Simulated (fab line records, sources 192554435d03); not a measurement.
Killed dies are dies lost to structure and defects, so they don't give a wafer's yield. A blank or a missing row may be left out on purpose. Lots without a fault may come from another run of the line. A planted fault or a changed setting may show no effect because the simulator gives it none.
Split-lot experiment | flow n5_finfet | 7 lots, 21 wafers read, on a route of 1938 steps

THE SPLIT
At N5_BEOL_M2_EXPOSE_08 (exposes mask M2), the setting dose_mj was moved away from the recipe's 41.25 on 6 of the 21 wafers read, by -6.3% to +3.7%. The other wafers ran this setting at the recipe's value.

FROM THE SPLIT TO THE READING: what the file shows between them, 3 steps
- N5_BEOL_M2_PEB_09: peb time 60 s
- N5_BEOL_M2_DEVELOP_10: develop time 30 s
- N5_BEOL_M2_DESCUM_16: chemistry O2, time 7 s

THE READING
BEOL_M2.cd_offset_nm (the simulator's own value, which no gauge read), in nm, at N5_BEOL_M2_ETCH_74 (etches underlayer in N2/H2, target depth 6.5 nm, time 5.2 s). The file gives no usual value for it. The 15 wafers here that ran the recipe average 0.1 nm, standard deviation 0.27 nm.

wafer  | tool, chamber at the split | dose_mj as run | against the recipe | BEOL_M2.cd_offset_nm, nm | against lot-mates on the recipe
L081.2 | euv_scanner-01, 0          | 42.26          | +2.4%              | 0.4                      | +0.5
L081.5 | euv_scanner-01, 0          | 41.25          | recipe             | -0.2                     | -
L081.6 | euv_scanner-01, 0          | 41.25          | recipe             | 0                        | -
L083.2 | euv_scanner-01, 0          | 41.25          | recipe             | -0.2                     | -
L083.4 | euv_scanner-01, 0          | 41.25          | recipe             | -0.4                     | -
L083.5 | euv_scanner-01, 0          | 41.25          | recipe             | -0.4                     | -
L085.1 | euv_scanner-01, 0          | 42.77          | +3.7%              | 0.4                      | +0.6
L085.2 | euv_scanner-01, 0          | 41.25          | recipe             | -0.2                     | -
L085.6 | euv_scanner-01, 0          | 42.77          | +3.7%              | 0.6                      | +0.8
L086.3 | euv_scanner-02, 0          | 38.64          | -6.3%              | -1                       | -1.0
L086.5 | euv_scanner-02, 0          | 38.64          | -6.3%              | -1                       | -1.0
L086.6 | euv_scanner-02, 0          | 41.25          | recipe             | 0                        | -
L089.3 | euv_scanner-01, 0          | 41.25          | recipe             | 0.2                      | -
L089.5 | euv_scanner-01, 0          | 41.25          | recipe             | 0.4                      | -
L089.6 | euv_scanner-01, 0          | 41.25          | recipe             | 0.4                      | -
L090.2 | euv_scanner-01, 0          | 40.28          | -2.4%              | -0.6                     | -0.8
L090.4 | euv_scanner-01, 0          | 41.25          | recipe             | 0.2                      | -
L090.6 | euv_scanner-01, 0          | 41.25          | recipe             | 0.2                      | -
L096.2 | euv_scanner-01, 0          | 41.25          | recipe             | 0.2                      | -
L096.3 | euv_scanner-01, 0          | 41.25          | recipe             | 0.2                      | -
L096.5 | euv_scanner-01, 0          | 41.25          | recipe             | 0.4                      | -

THE FIT
A straight line over all 21 wafers: BEOL_M2.cd_offset_nm changes by +0.159 nm for each +1% of dose_mj; r = +0.84; the points scatter about the line by 0.25 nm.
The same after taking each lot's own level away (the mean of its wafers on the recipe; 21 wafers): +0.176 nm for each +1%; r = +0.96; scatter 0.13 nm.
On that fit, the largest move of dose_mj shifts the reading by 1.1 nm.
The lots' own levels span -0.33 to 0.33 nm, that is 2.5 times the standard deviation above.
So the lot-to-lot level changes the slope little: the two slopes agree.
Check: with one of the wafers moved furthest among these (-6.3%) left out of the fit, the line predicts -1.18 nm for it against its lot-mates. It came out at -1 nm against them.

OTHER SPLITS ON THESE WAFERS
These wafers also went through other splits before the reading. Each is held against what the fit with the lots' levels taken away leaves over:
other split on the same wafers         | wafers away from the commonest value | r with BEOL_M2.cd_offset_nm (lot level and that fit taken away)
N5_MOL_CONTACT_COAG_ALD_123 ald_cycles | 7                                    | +0.19
N5_MOL_CONTACT_COAG_PECVD_31 temp_c    | 7                                    | -0.12
N5_BEOL_M0_SAQP_EXPOSE_11 dose_mj      | 6                                    | +0.01
N5_BEOL_M0_ETCH_128 source_w           | 11                                   | +0.15
N5_BEOL_M1_ETCH_70 bias_w              | 8                                    | -0.43
N5_BEOL_M1_TRENCH_ETCH_37 time_s       | 5                                    | -0.02

THE FILE'S OWN FIT
BEOL_M2.cd_offset_nm changes by +0.184 nm for each +1% of dose_mj, r = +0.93.
